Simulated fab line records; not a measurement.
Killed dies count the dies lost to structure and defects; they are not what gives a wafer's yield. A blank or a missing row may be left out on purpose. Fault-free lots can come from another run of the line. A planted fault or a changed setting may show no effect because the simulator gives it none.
Problem report in the 8D (eight disciplines) form, filled by code + flow n5_finfet + the parts of the form that need people (team, actions taken, sign-off) are left out

## 1. WHAT IS WRONG
Wafers without a fault read 94.1 s, standard deviation 2.2; etch_rf_on_time_s at N5_GATE_CUT_HM_OPEN_40 reads a mean of 161.5 s on 3 wafers belonging to 2 lots. Relative to the usual mean, that is a shift of +31 standard deviations.
The step: chemistry C4F6/O2, target SiO2, target depth 139 nm, time 85.1 s.
The first sign was on wafer L267.3 at day 10 00:04, on rie_diel-01. The record holds 29 wafers of 10 lots with a number at this step. By rule, "out" or "out of limits" means more than 4 standard deviations away from the usual mean. All remaining wafers that have a number are taken as sound.

## 2. WHAT IT IS; WHAT IT IS NOT
| question                    | is                     | is not                                                                                       |
|-----------------------------|------------------------|----------------------------------------------------------------------------------------------|
| which readings at this step | etch_rf_on_time_s      | drypump_motor_current_A, mfc_ar_sccm, rf_vpp_V, showerhead_plenum_p_Torr, throttle_valve_pct |
| which lots                  | L267, L268             | L246, L250, L251, L252, L253, L254, L257, L258                                               |
| which wafers of those lots  | L267.3, L267.5, L268.5 | L267.1, L268.1, L268.4                                                                       |
| read on which tools         | rie_diel-01            | rie_diel-03, rie_diel-04                                                                     |
| when                        | from day 10 00:04      | up to then (24 sound wafers); but 2 sound wafers of L268 came after                          |

## 3. THE SUSPECTS, EACH WITH WHAT RULES IT OUT
Counting: a tool at a process step up to the reading stays a suspect if it ran every lot that is out. Sound lots after the first of them don't rule it out here, since some wafers of a struck lot are sound.
- rie_diel-01 at N5_GATE_CUT_HM_OPEN_40 (chemistry C4F6/O2, target SiO2, target depth 139 nm, time 85.1 s): kept. It processed each lot that is out (first: L267, day 10 00:04); up to then, its last sound lot is L257 (day 7 15:47). Its own readings are out on those wafers: etch_rf_on_time_s.
After counting, what remains is rie_diel-01 at N5_GATE_CUT_HM_OPEN_40.

## 4. THE CAUSE (what the simulator had put in)
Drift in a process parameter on rie_diel-01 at N5_GATE_CUT_HM_OPEN_40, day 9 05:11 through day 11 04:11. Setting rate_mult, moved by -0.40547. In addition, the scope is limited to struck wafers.
Counting left only this tool.

## 5. SEQUENCE OF EFFECTS, ordered by route
One row per reading whose mean, taken over the struck wafers that have a number, lies over 3 standard deviations from the usual. Only readings for which the record gives a usual standard deviation are gone through. hours: the time from each lot's start at the first step in this table that gives one to its start at this step, as a median over the lots. sigmas: the change in usual standard deviations.
| hours | step                   | reading           | usual  | on struck wafers | change | sigmas |
|-------|------------------------|-------------------|--------|------------------|--------|--------|
| 0     | N5_GATE_CUT_HM_OPEN_40 | etch_rf_on_time_s | 94.1 s | 161.5            | +67.4  | +31    |
Here are the process steps it includes:
- N5_GATE_CUT_HM_OPEN_40: chemistry C4F6/O2, target SiO2, target depth 139 nm, time 85.1 s.
At these later measuring or inspecting steps, every struck wafer for which the step has a row has a number for every such reading, and none has moved that far: N5_BEOL_M4_RC_MEAS_101.

## 6. HOW IT WOULD HAVE BEEN CAUGHT EARLIER
In this record no reading fell out of limits until day 10 00:04, 19 hours after the fault had begun at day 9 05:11.
